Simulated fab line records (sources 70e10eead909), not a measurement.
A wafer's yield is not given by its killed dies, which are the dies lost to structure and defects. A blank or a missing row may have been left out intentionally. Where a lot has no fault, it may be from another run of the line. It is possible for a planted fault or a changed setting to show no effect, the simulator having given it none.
The tool behind it: which one? ; flow nand harc ; 11 lots with 33 wafers sampled at 5 steps, on a route of 1159 steps

## WHAT EACH GAUGE READ, for each wafer
NHARC_END_SORT_01.
lot;measured;on;killed at array
L185;day 23 16:43;prober-02;19 19 10

## WHAT TOOL EACH LOT RAN ON (gives the tool, then ch and the chambers of the sampled wafers, and finally the start)
lot;NHARC_A_CONTACT_ETCH_119;NHARC_A_CONTACT_ETCH_121;NHARC_A_CONTACT_SOFTBAKE_64;NHARC_A_CONTACT_DESCUM_74
L168;har cap etch-01 ch 0,1, day 16 11:07;har cap etch-01 ch 0,1, day 16 11:22;litho track-06 ch 0, day 16 20:00;rie diel-01 ch 0,1,2, day 16 20:38
L170;har cap etch-03 ch 0,1, day 16 20:32;har cap etch-03 ch 0,1, day 16 20:43;litho track-06 ch 0, day 17 01:00;rie diel-04 ch 0,1,2, day 17 01:43
L169;har cap etch-03 ch 0,1, day 16 23:23;har cap etch-03 ch 0,1, day 16 23:34;litho track-01 ch 0, day 17 03:00;rie diel-13 ch 0,3, day 17 04:31
L171;har cap etch-02 ch 0,1, day 17 15:56;har cap etch-02 ch 0,1, day 17 16:07;litho track-01 ch 0, day 17 20:00;rie diel-01 ch 1,2,3, day 17 20:37
L172;har cap etch-03 ch 0,1, day 17 20:34;har cap etch-03 ch 0,1, day 17 20:45;litho track-06 ch 0, day 18 01:00;rie diel-04 ch 2,3, day 18 02:17
L183;har cap etch-03 ch 0,1, day 19 22:47;har cap etch-03 ch 0,1, day 19 22:59;litho track-06 ch 0, day 20 04:00;rie diel-01 ch 0,1,3, day 20 05:14
L185;har cap etch-03 ch 0,1, day 20 04:06;har cap etch-03 ch 0,1, day 20 04:20;litho track-01 ch 0, day 20 10:00;rie diel-13 ch 0,3, day 20 10:56
L184;har cap etch-01 ch 0,1, day 20 04:19;har cap etch-01 ch 0,1, day 20 04:30;litho track-06 ch 0, day 20 10:00;rie diel-01 ch 0,2, day 20 10:46
L188;har cap etch-03 ch 0,1, day 21 04:15;har cap etch-03 ch 0,1, day 21 04:26;litho track-01 ch 0, day 21 08:00;rie diel-04 ch 0,1,2, day 21 09:28
L190;har cap etch-02 ch 0,1, day 21 09:39;har cap etch-02 ch 0,1, day 21 09:50;litho track-01 ch 0, day 21 13:00;rie diel-13 ch 0,1,3, day 21 14:17
L191;har cap etch-01 ch 0,1, day 22 15:31;har cap etch-01 ch 0,1, day 22 15:42;litho track-04 ch 0, day 22 21:00;rie diel-01 ch 1,2,3, day 22 21:32
- NHARC_A_CONTACT_ETCH_119: etches the open film in C4F8/O2/Ar, time 94 s, target depth 922 nm.
- NHARC_A_CONTACT_ETCH_121: etches the open film in C4F8/O2/Ar, time 94 s, target depth 922 nm.
- NHARC_A_CONTACT_SOFTBAKE_64: time 55 s.
- NHARC_A_CONTACT_DESCUM_74: chemistry O2, time 3 s.

## THE ANSWER, worked out from the rows above alone
Rule: the lots themselves supply what counts as usual. Put in order of their means at a reading, lots are off if they are a third of the lots or fewer, leave a main group of 4 or more, and stand apart from it by a gap of 3 or more times the standard deviation of the main group's means; of several such gaps the widest counts. A main group whose means are all the same, to the digits that the tables above print for the reading, isn't used. Also off: a lot with no number at a reading for which 4 or more lots have one. Any other lot the step has rows for is counted as sound.
No lot is off at any reading shown: from this, nothing can be told.

## WHAT WAS PUT IN BY THE SIMULATOR
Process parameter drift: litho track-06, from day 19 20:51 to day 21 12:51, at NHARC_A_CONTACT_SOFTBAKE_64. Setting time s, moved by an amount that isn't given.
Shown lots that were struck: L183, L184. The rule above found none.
